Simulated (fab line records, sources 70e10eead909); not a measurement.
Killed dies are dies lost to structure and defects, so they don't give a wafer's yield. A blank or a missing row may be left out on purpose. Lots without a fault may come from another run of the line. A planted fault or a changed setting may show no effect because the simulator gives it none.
A struck lot beside a sound one | flow nand_harc | 15 steps out of a route of 1159
Sound: wafers L164.2, L164.3, L164.6. Struck: wafers L175.2, L175.4, L175.5. The cause comes at the end.
At each step with rows: each side's tool, then ch and its chambers, then its first start. Under that, the readings that differ: sound wafers | struck wafers | difference of the means | sigmas: that difference in standard deviations of wafers without a fault.
alike: readings whose means differ by less than 2 such deviations, and words and numbers that are the same on both sides. not compared: withheld readings, readings that some wafer has no value for, bounds like >300 that may hide the same value, and numbers for which the record gives no deviation and whose values overlap.
The two part at a step that has a row with sigmas, a row that says differs or no value, or rows on one side only. Numbers that don't overlap but have no deviation are shown without sigmas and don't part them. A reading that every wafer of one side lacks parts them only if that side has two wafers or more.

first, 4 steps without rows for these wafers: NHARC_P_GATE_EBR_07; NHARC_P_GATE_EXPOSE_08 (exposes mask P HV); NHARC_P_GATE_PEB_09 (peb time 85 s); NHARC_P_GATE_DEVELOP_10 (time 70 s).
NHARC_P_GATE_CD_MEAS_11: target cd 1640 nm.
  sound on cd_sem-02 ch 0, day 6 00:56; struck on cd_sem-02 ch 0, day 8 15:11
  alike: cd_nm
then, 1 step without rows for these wafers: NHARC_P_GATE_HARDBAKE_12 (time 80 s).
NHARC_P_GATE_DESCUM_13: chemistry O2, time 3 s.
  sound on rie_diel-11 ch 1,3, day 6 01:07; struck on rie_diel-02 ch 0,2,3, day 8 15:25
  alike: drypump_motor_current_A, o2_flow_sccm, oes_product_au, rf_vpp_V, showerhead_plenum_p_Torr, throttle_valve_pct
  not compared: rf_hours_counter_h
then, 5 steps without rows for these wafers: NHARC_P_GATE_ETCH_14 (etches SiO2 in dHF, target depth 48.8 nm); NHARC_P_GATE_STRIP_15 (strips in SPM, time 780 s); NHARC_P_GATE_PRECLEAN_71 (cleans in SC1); NHARC_P_GATE_SRD_72; NHARC_P_GATE_OXIDE_16 (material SiO2, target thk 3 nm, ox time 392 s).
NHARC_P_GATE_CVD_17: deposits poly-Si, target thk 150 nm, time 900 s.
  sound on lpcvd_poly-03 ch 0, day 6 10:45; struck on lpcvd_poly-04, day 9 00:37
  no value came back on the struck wafers for any of 7 readings (run_length_s (s), spike_tc_bottom_C (C) and others); on the sound wafers run_length_s (s) reads 901.1 901.1 901.1
NHARC_P_GATE_HM_DEP_102: deposits aC, target thk 120 nm.
  sound on acl_dep-03 ch 0, day 6 14:54; struck on acl_dep-01 ch 0, day 9 03:43
  alike: throttle_valve_pct
-- the record jumps here: 15 days lie between the struck wafers' starts before and after (it left off in module P_GATE and takes up again in module END, whose first step shown is number 1159 of the route) --
NHARC_END_SORT_01:
  the record has rows for the struck wafers here (prober-02 ch 0, day 23 22:54) and none for the sound ones

WHERE THEY PART
First at NHARC_P_GATE_CVD_17; last, within this record, at NHARC_END_SORT_01.

WHY: what the simulator had put in
Skipped step whole: lpcvd_poly-04, from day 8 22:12 on, at NHARC_P_GATE_CVD_17. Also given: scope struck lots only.
